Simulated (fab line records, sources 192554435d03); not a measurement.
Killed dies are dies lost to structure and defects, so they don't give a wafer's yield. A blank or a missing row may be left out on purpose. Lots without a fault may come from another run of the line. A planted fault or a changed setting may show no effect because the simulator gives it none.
Split-lot experiment | flow n5_finfet | 7 lots, 39 wafers read, on a route of 1938 steps

THE SPLIT
At N5_ZERO_LAYER_ETCH_18 (etches Si in HBr/Cl2, target depth 120 nm, time 40 s), the setting target_depth_a was moved away from the recipe's 1200 angstrom on 15 of the 39 wafers read, by -33.1% to +54.1%. The other wafers ran this setting at the recipe's value.

The reading is taken at the split's own step.

THE READING
coat_of_ZERO_LAYER_COAT_05.thk_nm (the simulator's own value, which no gauge read), in nm, at N5_ZERO_LAYER_ETCH_18 (etches Si in HBr/Cl2, target depth 120 nm, time 40 s). The file gives no usual value for it. The 24 wafers here that ran the recipe average 931.1 nm, standard deviation 2.6 nm.

wafer  | tool, chamber at the split | target_depth_a as run, angstrom | against the recipe | coat_of_ZERO_LAYER_COAT_05.thk_nm, nm | against lot-mates on the recipe
L075.1 | rie_si-02, 2               | 1665                            | +38.7%             | 914.5                                 | -18.1
L075.2 | rie_si-02, 1               | 1200                            | recipe             | 930.4                                 | -
L075.3 | rie_si-02, 3               | 1200                            | recipe             | 933.2                                 | -
L075.4 | rie_si-02, 0               | 1200                            | recipe             | 934.1                                 | -
L075.5 | rie_si-02, 1               | 1665                            | +38.7%             | 914.9                                 | -17.7
L075.6 | rie_si-02, 0               | 1665                            | +38.7%             | 919.8                                 | -12.8
L078.1 | rie_si-02, 0               | 1200                            | recipe             | 933                                   | -
L078.3 | rie_si-02, 3               | 1200                            | recipe             | 931.8                                 | -
L078.5 | rie_si-02, 0               | 1200                            | recipe             | 928.4                                 | -
L081.1 | rie_si-02, 3               | 1200                            | recipe             | 935.6                                 | -
L081.2 | rie_si-02, 1               | 1200                            | recipe             | 932.7                                 | -
L081.3 | rie_si-02, 0               | 1200                            | recipe             | 932.9                                 | -
L081.4 | rie_si-02, 2               | 1200                            | recipe             | 933.7                                 | -
L081.5 | rie_si-02, 2               | 1200                            | recipe             | 932.4                                 | -
L081.6 | rie_si-02, 1               | 1200                            | recipe             | 934.3                                 | -
L084.1 | rie_si-02, 3               | 1200                            | recipe             | 925                                   | -
L084.2 | rie_si-02, 2               | 803.2                           | -33.1%             | 938.9                                 | +12.0
L084.3 | rie_si-02, 0               | 803.2                           | -33.1%             | 944                                   | +17.1
L084.4 | rie_si-02, 1               | 803.2                           | -33.1%             | 940.3                                 | +13.4
L084.5 | rie_si-02, 0               | 1200                            | recipe             | 928                                   | -
L084.6 | rie_si-02, 1               | 1200                            | recipe             | 927.6                                 | -
L090.1 | rie_si-01, 3               | 1200                            | recipe             | 931.6                                 | -
L090.2 | rie_si-01, 0               | 1624                            | +35.3%             | 916.8                                 | -14.1
L090.3 | rie_si-01, 1               | 1200                            | recipe             | 931.5                                 | -
L090.4 | rie_si-01, 2               | 1624                            | +35.3%             | 916.2                                 | -14.7
L090.5 | rie_si-01, 2               | 1624                            | +35.3%             | 918.3                                 | -12.6
L090.6 | rie_si-01, 3               | 1200                            | recipe             | 929.7                                 | -
L091.1 | rie_si-02, 3               | 1007                            | -16.1%             | 939.4                                 | +7.4
L091.2 | rie_si-02, 1               | 1200                            | recipe             | 932.1                                 | -
L091.3 | rie_si-02, 0               | 1200                            | recipe             | 932.1                                 | -
L091.4 | rie_si-02, 2               | 1007                            | -16.1%             | 935.6                                 | +3.6
L091.5 | rie_si-02, 1               | 1200                            | recipe             | 931.8                                 | -
L091.6 | rie_si-02, 0               | 1007                            | -16.1%             | 935                                   | +3.0
L095.1 | rie_si-01, 2               | 1200                            | recipe             | 930                                   | -
L095.2 | rie_si-01, 1               | 1200                            | recipe             | 928.7                                 | -
L095.3 | rie_si-01, 0               | 1849                            | +54.1%             | 904.4                                 | -24.1
L095.4 | rie_si-01, 3               | 1200                            | recipe             | 926.7                                 | -
L095.5 | rie_si-01, 3               | 1849                            | +54.1%             | 907.9                                 | -20.6
L095.6 | rie_si-01, 2               | 1849                            | +54.1%             | 909.4                                 | -19.1

THE FIT
A straight line over all 39 wafers: coat_of_ZERO_LAYER_COAT_05.thk_nm changes by -0.39 nm for each +1% of target_depth_a; r = -0.96; the points scatter about the line by 2.7 nm.
The same after taking each lot's own level away (the mean of its wafers on the recipe; 39 wafers): -0.399 nm for each +1%; r = -0.98; scatter 1.7 nm.
On that fit, the largest move of target_depth_a shifts the reading by 22 nm.
The lots' own levels span 926.87 to 933.60 nm, that is 2.6 times the standard deviation above.
So the lot-to-lot level changes the slope little: the two slopes agree.
Check: with one of the wafers moved furthest among these (+54.1%) left out of the fit, the line predicts -21.2 nm for it against its lot-mates. It came out at -24.1 nm against them.

THE WHOLE CHAIN: every reading that the file lists as answering this split, in the file's order
step                   | what it does                                         | reading                                                                            | change (the file's fit)              | r (the file's)
N5_ZERO_LAYER_ETCH_18  | etches Si in HBr/Cl2, target depth 120 nm, time 40 s | etch.depth_nm (the simulator's own value, which no gauge read)                     | +1.18 nm for each +1% of the setting | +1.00
N5_ZERO_LAYER_ETCH_18  | etches Si in HBr/Cl2, target depth 120 nm, time 40 s | ZERO_LAYER.feature_depth_nm (the simulator's own value, which no gauge read)       | +1.18 nm for each +1% of the setting | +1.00
N5_ZERO_LAYER_ETCH_18  | etches Si in HBr/Cl2, target depth 120 nm, time 40 s | coat_of_ZERO_LAYER_COAT_05.thk_nm (the simulator's own value, which no gauge read) | -0.4 nm for each +1% of the setting  | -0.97
N5_ZERO_LAYER_STRIP_24 | strips in O2                                         | strip_time_to_endpoint_s                                                           | withheld for each +1% of the setting | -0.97

THE FILE'S OWN FIT
coat_of_ZERO_LAYER_COAT_05.thk_nm changes by -0.4 nm for each +1% of target_depth_a, r = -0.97.
